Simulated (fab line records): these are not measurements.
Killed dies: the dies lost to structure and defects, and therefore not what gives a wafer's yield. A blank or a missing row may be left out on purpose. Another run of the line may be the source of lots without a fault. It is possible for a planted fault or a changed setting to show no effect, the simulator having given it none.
fab line records | flow n5-finfet
[record] lots = 5 wafers = 14 last-day = 18
route steps=1938 shown WELL_APT@29 BEOL_M4@1111 PASSIVATION@1936
lots untouched by any fault: they come from a run of this same line in which no faults occurred
start-h: the number of hours between the record's first day and the start of the first shown wafer of the lot | wait-h: how many hours have passed since the lot's step before this one | " same as the row above | L1.1+2: several wafers, shown together as one row | - either no value or no given start | * or withheld: withheld | < > ~ a bound
route shown NAME@n: a module of which the file shows steps, and the number in the route of the first | usual: the fault-free wafers' mean and standard deviation | same: alike in all rows | chamber/n: place in a boat | sites: per-site readings | _std_site: standard deviation across them | _edge_site: inner sites' mean taken away from outer sites' mean | radius-mm: for every site, how far away it sits from the centre of the wafer | mask NAME#n: copy n | behind: the tool/chamber that last shaped the wafer | hold: reason for holding the lot/hours on hold/outcome of the hold | device: the transistor (n, p or np) that didn't switch | end of line: tests run on the same wafers once the route is complete | a step given without rows: its recipe and nothing more | killed: count of dies lost to structure and defects at first sort (not the wafer's yield) | map: a wafer's dies, x killed, . not, _ none there
set.NAME: the run value of the setting; set.NAME@STEP: its run value at that earlier step | model.NAME: the simulator's own value behind a step, which no gauge read
certain route steps with their lots: each step a table, each wafer a row
services: a tool's chamber out of use, with start hour (start-h, from the record's first day; less than 0 if before it), hours out, and reason
[[steps]]
[step N5_WELL_APT_OVL_MEAS_09]
[recipe] points-per-wafer = 44
[usual] NWELL_OVL = -1/6.2
// columns lot.wafer tool chamber start-h wait-h NWELL_OVL[nm]
L204.1 overlay-02 0 37.91 0.0 -4
L204.3 " 0 " " -7
L204.5 " 0 " " -1
L210.5 overlay-01 0 73.84 0.0 -11
L210.6 " 0 " " -6
L214.1 overlay-02 0 98.19 0.0 -8
L214.2 " 0 " " -9
L214.4 " 0 " " -1
L222.1 overlay-02 0 145.73 0.0 12
L222.4 " 0 " " -7
L222.6 " 0 " " 2
L223.1 overlay-02 0 151.62 0.0 3
L223.4 " 0 " " 2
L223.6 " 0 " " -5
[step N5_WELL_APT_INSPECT_10]
[recipe] mode = adi inspect-instrument = macro
[usual] raw-defect-count = 2.3/1.5
// columns lot.wafer tool chamber start-h wait-h raw-defect-count
L204.1 defect-inspect-02 - 37.94 0.0 3
L204.3 " - " " 4
L204.5 " - " " 3
L210.5 defect-inspect-01 - 73.86 0.0 4
L210.6 " - " " 1
L214.1 defect-inspect-02 - 98.21 0.0 0
L214.2 " - " " 3
L214.4 " - " " 2
L222.1 defect-inspect-02 - 145.75 0.0 1
L222.4 " - " " 1
L222.6 " - " " 4
L223.1 defect-inspect-01 - 151.64 0.0 4
L223.4 " - " " 2
L223.6 " - " " 1
[step N5_WELL_APT_DESCUM_13]
[recipe] chemistry = O2 time-s = 7.9 source-power-w = 50 bias-power-w = 20 pressure-mtorr = 20 rf-frequency-hz = 2.712e+07 temp-c = 40 o2-flow-sccm = 225
[usual] drypump-motor-current-A = 5.7/0.32 oes-product-au = 0.80/0.094 rf-vpp-V = 243.5/1.3 showerhead-plenum-p-Torr = 2.12/0.076 throttle-valve-pct = 20.44/0.29
// columns lot.wafer tool chamber start-h wait-h drypump-motor-current-A oes-product-au rf-hours-counter-h rf-vpp-V showerhead-plenum-p-Torr throttle-valve-pct
L204.1 rie-diel-04 2 37.99 0.0 5.8 0.69 232 243.1 2.06 20.50
L204.3 " 0 " " 5.4 0.74 151 242.0 2.02 20.65
L204.5 " 0 " " 5.3 0.74 - 242.2 2.02 20.65
L210.5 rie-diel-04 2 73.93 0.1 5.8 0.68 - 241.7 2.05 20.51
L210.6 " 1 " " 6.0 0.71 - 242.5 2.00 20.11
L214.1 rie-diel-03 3 98.24 0.0 5.3 0.88 28 243.9 2.11 20.02
L214.2 " 0 " " 5.7 0.69 230 244.9 2.18 20.70
L214.4 " 0 " " 5.6 0.69 - 244.6 2.18 20.70
L222.1 rie-diel-05 3 145.82 0.1 5.8 0.77 159 243.6 2.12 20.81
L222.4 " 0 " " 5.6 0.72 215 241.7 2.08 20.37
L222.6 " 2 " " 6.2 0.93 - 242.5 2.14 20.16
L223.1 rie-diel-03 2 151.67 0.0 6.2 0.83 59 244.6 2.22 20.90
L223.4 " 3 " " 5.3 0.83 - 244.3 2.10 20.07
L223.6 " 1 " " 5.9 0.95 - 242.1 2.03 20.33
[step N5_WELL_APT_IMPLANT_14]
[recipe] species = P energy-kev = 160 dose-cm2 = 1.5e+13 tilt-deg = 0 rotation-deg = 0
[step N5_WELL_APT_IMPLANT_15]
[recipe] species = As energy-kev = 25 dose-cm2 = 1.5e+13 tilt-deg = 0 rotation-deg = 0
[step N5_WELL_APT_STRIP_16]
[recipe] chemistry = SPM time-s = 900 temp-c = 130 h2so4-h2o2-vol-ratio = 4 dry = ipa-marangoni
[step N5_WELL_APT_HMDS_18]
[recipe] time-s = 60 temp-c = 120
[step N5_WELL_APT_COAT_19]
[recipe] spin-rpm = 1357 resist-thk-nm = 950
[step N5_WELL_APT_EBR_21]
[recipe] solvent = PGMEA ebr-width-mm = 1.5
[step N5_WELL_APT_SOFTBAKE_20]
[recipe] temp-c = 130 time-s = 60
[step N5_WELL_APT_EXPOSE_22]
[recipe] mask-id = PWELL na = 0.8 source-shape = conventional sigma-outer = 0.8 polarization = unpolarized defocus-nm = 0 target-cd-nm = 200 dose-mj = 23.2
[step N5_WELL_APT_PEB_23]
[recipe] peb-temp-c = 130 peb-time-s = 90
[step N5_WELL_APT_DEVELOP_24]
[recipe] develop-time-s = 45 rinse-liquid = surfactant-rinse dry = air-spin dev-temp-c = 21
// columns lot.wafer tool chamber start-h wait-h model.WELL_APT.cd-nm
L204.1 litho-track-05 0 39.03 - 199.2
L204.3 " 0 " " 199.5
L204.5 " 0 " " 202
L210.5 litho-track-02 0 74.82 - 199.5
L210.6 " 0 " " 199.2
L214.1 litho-track-04 0 99.30 - 198.9
L214.2 " 0 " " 199.4
L214.4 " 0 " " 198.5
L222.1 litho-track-02 0 146.74 - 201.8
L222.4 " 0 " " 199.7
L222.6 " 0 " " 203.6
L223.1 litho-track-05 0 152.72 - 200.6
L223.4 " 0 " " 199.9
L223.6 " 0 " " 202.3
[step N5_WELL_APT_HARDBAKE_29]
[recipe] temp-c = 130 time-s = 120
[step N5_BEOL_M4_RC_MEAS_101]
[usual] DIBL_N = 36.2/2.4 DIBL_P = 36.2/2.6 IOFF_N = 0.16/0.045 IOFF_P = 0.21/0.046 ION_N = 674/17 ION_P = 463/11 SS_N = 71.5/0.77 SS_P = 73.1/0.76 VT_N = 250/3.9 VT_P = -250/3.9
// columns lot.wafer tool chamber start-h wait-h DIBL_N[mV/V] DIBL_P[mV/V] IOFF_N[nA/um] IOFF_P[nA/um] ION_N[uA/um] ION_P[uA/um] SS_N[mV/dec] SS_P[mV/dec] VT_N[mV] VT_P[mV]
L204.1 prober-01 0 185.81 0.0 39.6 39.1 0.19 0.22 691 460 71.7 74.1 248 -255
L204.3 " 0 " " 38.9 37.5 0.17 0.19 670 451 72.0 73.3 248 -257
L204.5 " 0 " " 39.4 39.6 0.20 0.22 687 462 71.7 74.4 247 -254
L210.5 prober-02 0 246.27 0.6 36.5 35.1 0.17 0.21 669 460 71.9 73.1 249 -250
L210.6 " 0 " " 33.8 32.9 0.12 0.17 669 463 70.8 72.3 253 -252
L214.1 prober-01 0 254.27 0.0 35.3 34.0 0.14 0.22 650 454 71.3 72.9 250 -247
L214.2 " 0 " " 39.0 38.5 0.20 0.29 694 482 72.2 74.0 246 -244
L214.4 " 0 " " 36.6 35.7 0.16 0.24 672 466 72.1 74.0 251 -247
L222.1 prober-02 0 309.30 0.0 35.2 35.1 0.15 0.21 679 465 72.0 73.7 249 -250
L222.4 " 0 " " 32.8 33.1 0.10 0.18 656 462 71.3 72.2 255 -251
L222.6 " 0 " " 33.7 34.3 0.12 0.20 656 460 71.1 72.1 253 -251
L223.1 prober-01 0 319.41 0.8 38.5 38.9 0.22 0.28 699 476 71.9 73.4 246 -245
L223.4 " 0 " " 34.5 34.9 0.16 0.22 698 479 71.4 72.1 247 -247
L223.6 " 0 " " 37.4 37.8 0.19 0.26 679 463 71.9 73.5 248 -245
[step N5_PASSIVATION_PROBE_49]
[usual] defect-limited-yield = 91.2/1.4 killed_at_M0_to_M3 = 33/9.5 killed_at_M4_up = 13/4.7 killed-at-contacts = 11/5.3 killed-at-front-end = 42/12 killed-at-other = 5/3.3 killed-dies = 104/17 killed-on-rim = 14/4 killed-open = 67/12 killed-short = 33/7.7 sort_bin_5_function = 5.1/0.94 sort_bin_6_memory = 3.3/0.67 sort-n-pass = 1074/24 sort-yield-pct = 91.1/2
[same] gross-dies = 1180 killed-at-back-side = 0 sort_bin_4_leakage[%] = 0 sort_bin_8_speed[%] = 0
// columns lot.wafer tool chamber start-h wait-h defect-limited-yield[%] killed_at_M0_to_M3 killed_at_M4_up killed-at-contacts killed-at-front-end killed-at-other killed-dies killed-on-rim killed-open killed-short sort_bin_5_function[%] sort_bin_6_memory[%] sort-n-pass sort-yield-pct[%]
L204.1 prober-01 - 275.80 0.0 92.5 43 5 6 28 7 89 12 60 27 3.7 3.5 1091 92.5
L204.3 prober-01 - 275.90 0.1 92.3 40 9 8 28 6 91 14 53 35 4.7 2.6 1089 92.3
L204.5 prober-01 - 276.00 0.2 90.9 40 10 13 39 5 107 14 72 31 5.4 3.4 1073 90.9
L210.5 prober-01 - 371.76 0.2 92.7 19 9 18 39 1 86 10 54 27 4.2 3.0 1094 92.7
L210.6 prober-01 - 371.81 0.3 92.3 29 10 9 43 0 91 13 63 25 4.8 2.7 1089 92.3
L214.1 prober-01 - 376.64 0.0 89.2 52 18 8 46 4 128 17 76 45 5.8 4.1 1052 89.2
L214.2 prober-01 - 376.69 0.1 93.0 40 8 9 25 1 83 13 51 32 3.9 3.1 1097 93.0
L214.4 prober-01 - 376.79 0.2 90.5 39 10 6 53 4 112 14 75 37 5.3 4.0 1068 90.5
L222.1 prober-01 - 419.00 0.0 91.7 24 14 17 34 9 98 14 63 34 4.9 3.2 1082 91.7
L222.4 prober-01 - 419.15 0.2 89.7 17 12 14 68 10 121 23 88 33 5.8 3.9 1059 89.7
L222.6 prober-01 - 419.25 0.3 90.8 39 4 21 39 6 109 11 65 42 6.0 2.9 1071 90.8
// killed by level:class
L204.1 BEOL_M0_SAQP:geometric-particle:open=9 BEOL_M0_SAQP:geometric-particle:short=9 BEOL_M2:geometric-particle:open=9 BEOL_M3:geometric-particle:open=8 STI_FIN_REVEAL:geometric-particle:open=7 FIN_SAQP:geometric-particle:open=5 MOL_CONTACT_COAG:geometric-particle:open=4 DUMMY_GATE:geometric-particle:open=3
L204.3 BEOL_M0_SAQP:geometric-particle:short=13 BEOL_M0_SAQP:geometric-particle:open=9 STI_FIN_REVEAL:geometric-particle:open=8 FIN_SAQP:geometric-particle:short=7 MOL_CONTACT_COAG:geometric-particle:open=7 FIN_SAQP:geometric-particle:open=5 BEOL_M3:geometric-particle:open=5 BEOL_M0:geometric-particle:open=3
L204.5 BEOL_M3:geometric-particle:open=14 MOL_CONTACT_COAG:geometric-particle:open=11 BEOL_M2:geometric-particle:open=11 FIN_SAQP:geometric-particle:open=7 FIN_SAQP:geometric-particle:short=6 STI_FIN_REVEAL:geometric-particle:short=5 STI_FIN_REVEAL:geometric-particle:open=4 DUMMY_GATE:geometric-particle:open=4
L210.5 MOL_CONTACT_COAG:geometric-particle:open=13 FIN_SAQP:geometric-particle:open=11 FIN_SAQP:geometric-particle:short=9 BEOL_M0_SAQP:geometric-particle:open=5 BEOL_M2:geometric-particle:open=5 STI_FIN_REVEAL:geometric-particle:open=4 GATE_CUT:geometric-particle:open=4 GATE_CUT:geometric-particle:short=3
L210.6 FIN_SAQP:geometric-particle:open=14 BEOL_M0_SAQP:geometric-particle:open=8 FIN_SAQP:geometric-particle:short=7 MOL_CONTACT_COAG:geometric-particle:open=7 BEOL_M3:geometric-particle:open=7 BEOL_M0_SAQP:geometric-particle:short=6 GATE_CUT:geometric-particle:open=4 STARTING-WAFER:geometric-particle:open=4
L214.1 BEOL_M0_SAQP:geometric-particle:open=20 BEOL_M0_SAQP:geometric-particle:short=13 MOL_CONTACT_COAG:geometric-particle:open=7 HKMG_FIN:area-etch=7 FIN_SAQP:geometric-particle:open=6 GATE_CUT:geometric-particle:short=6 BEOL_M1:geometric-particle:open=6 BEOL_M4:geometric-particle:open=6
L214.2 BEOL_M2:geometric-particle:open=10 MOL_CONTACT_COAG:geometric-particle:open=6 BEOL_M0_SAQP:geometric-particle:short=6 BEOL_M1:geometric-particle:open=6 BEOL_M1:geometric-particle:short=5 STARTING-WAFER:geometric-particle:short=5 STI_FIN_REVEAL:geometric-particle:open=4 GATE_CUT:geometric-particle:short=4
L214.4 FIN_SAQP:geometric-particle:short=13 BEOL_M0_SAQP:geometric-particle:open=13 FIN_SAQP:geometric-particle:open=12 BEOL_M2:geometric-particle:open=10 DUMMY_GATE:geometric-particle:open=7 STARTING-WAFER:geometric-particle:open=6 BEOL_M4:geometric-particle:open=5 MOL_CONTACT_COAG:geometric-particle:open=5
L222.1 MOL_CONTACT_COAG:geometric-particle:open=14 FIN_SAQP:geometric-particle:short=9 STI_FIN_REVEAL:geometric-particle:open=8 BEOL_M4:geometric-particle:open=7 DUMMY_GATE:geometric-particle:open=5 BEOL_M0_SAQP:geometric-particle:open=5 BEOL_M0_SAQP:geometric-particle:short=4 BEOL_M2:geometric-particle:open=4
L222.4 STI_FIN_REVEAL:geometric-particle:open=27 FIN_SAQP:geometric-particle:open=12 MOL_CONTACT_COAG:geometric-particle:open=12 FIN_SAQP:geometric-particle:short=7 BEOL_M0_SAQP:geometric-particle:open=6 STI_FIN_REVEAL:geometric-particle:short=5 MIM_TOP:geometric-particle:open=5 BEOL_M0_SAQP:geometric-particle:short=5
L222.6 MOL_CONTACT_COAG:geometric-particle:open=19 BEOL_M0_SAQP:geometric-particle:short=19 BEOL_M0_SAQP:geometric-particle:open=12 STI_FIN_REVEAL:geometric-particle:open=8 FIN_SAQP:geometric-particle:open=6 BEOL_M3:geometric-particle:open=5 STARTING-WAFER:geometric-particle:short=5 FIN_SAQP:geometric-particle:short=4
[[services]]
// columns tool chamber start-h hours kind
rie-diel-04 0 26.90 8.8 repair
rie-diel-03 1 29.95 4.0 repair
rie-diel-04 3 32.19 7.1 repair
rie-diel-04 3 51.03 - clean
rie-diel-04 3 51.03 - consumable-replace:focus-ring
rie-diel-04 3 51.03 23.8 scheduled-down
rie-diel-04 3 51.03 23.8 vent-cycle
rie-diel-05 2 71.65 3.2 repair
rie-diel-05 1 71.87 4.6 repair
rie-diel-05 2 77.21 - clean
rie-diel-04 2 82.28 - clean
rie-diel-04 2 82.28 - consumable-replace:focus-ring
rie-diel-04 2 82.28 21.3 scheduled-down
rie-diel-04 2 82.28 21.3 vent-cycle
rie-diel-03 1 92.52 - clean
rie-diel-03 1 92.52 - consumable-replace:focus-ring
rie-diel-03 1 92.52 24.2 scheduled-down
rie-diel-03 1 92.52 24.2 vent-cycle
rie-diel-04 - 102.73 1.1 repair
rie-diel-05 2 126.24 11.1 repair
rie-diel-03 0 141.00 - clean
rie-diel-03 0 141.00 - consumable-replace:focus-ring
rie-diel-03 0 141.00 21.1 scheduled-down
rie-diel-03 0 141.00 21.1 vent-cycle
[[key]]
first-sign none at tools or gauges
[model-effect] step = N5_WELL_APT_DEVELOP_24 value = WELL_APT.cd-nm without = 201.3 struck = 199.5
met-at N5_WELL_APT_DEVELOP_24
struck-wafers L210.5
[fault] kind = process-parameter-drift tool = litho-track-02 chamber = - onset-h = 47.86 steps = N5_WELL_APT_DEVELOP_24 channel = develop-time-s offset = * shape = step end-h = 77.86 scope = struck-wafers-only acts-in = * stated = *
